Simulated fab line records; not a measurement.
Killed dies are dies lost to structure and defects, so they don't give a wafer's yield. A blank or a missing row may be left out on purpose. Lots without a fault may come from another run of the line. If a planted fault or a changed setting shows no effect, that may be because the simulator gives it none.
Matching of chambers    flow n5_finfet    N5_BEOL_M7_DEP_56 on pecvd-02: 3 sister chambers
The step deposits SiCN from 3MS/NH3, target thk 10 nm, time 17.5 s. 14 wafers are shown with their chamber, then 7 later ones without.

WAFERS WITH THEIR CHAMBER
wafer   chamber  showerhead_plenum_p_Torr (Torr)  throttle_valve_pct (%)
L076.1  1        3.678                            9.1
L076.2  0        3.686                            9.3
L076.4  0        3.686                            9.0
L082.1  1        3.673                            9.2
L082.2  2        3.670                            9.1
L082.4  1        3.688                            9.1
L085.2  0        3.685                            9.3
L085.5  0        3.680                            8.9
L085.6  2        3.659                            9.2
L086.2  0        3.682                            9.1
L086.5  1        3.673                            9.1
L086.6  0        3.688                            9.1
L088.1  0        3.678                            9.1
L088.2  1        3.675                            9.1

SIGNATURES (means of the wafers above)
reading                   chamber 0  chamber 1  chamber 2  scatter within a chamber
showerhead_plenum_p_Torr  3.68357    3.67740    3.66450    0.0052
throttle_valve_pct        9.114      9.120      9.150      0.113
Rule: a wafer lies at a distance from a chamber equal to the root of the sum of squares, over the readings, of (its reading less the chamber's mean, divided by the reading's scatter). If the next closest chamber is less than 2 further off than the closest, the wafer can't be placed; otherwise it belongs to the closest. The scatter: the root of (the sum of the squares of (reading less its chamber's mean) over the shown wafers, divided by (wafers less chambers)).

WAFERS WHOSE CHAMBER IS MISSING
wafer   showerhead_plenum_p_Torr (Torr)  throttle_valve_pct (%)
L088.4  3.685                            9.1
L090.1  3.672                            9.1
L090.4  3.687                            9.1
L090.6  3.680                            9.0
L096.1  3.672                            8.9
L096.2  3.689                            9.0
L096.4  3.686                            9.0

WHICH CHAMBER EACH ONE RAN IN
wafer   from the rows above           in truth
L088.4  can't be placed: 0 or 1       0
L090.1  can't be placed: 1 or 2 or 0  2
L090.4  can't be placed: 0 or 1       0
L090.6  can't be placed: 1 or 0       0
L096.1  can't be placed: 1 or 2 or 0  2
L096.2  can't be placed: 0 or 1       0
L096.4  can't be placed: 0 or 1       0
0 of 7 placed correctly. Can't be placed from these rows: 7 (the true chamber is among the candidates in 7). 0 placed wrongly.
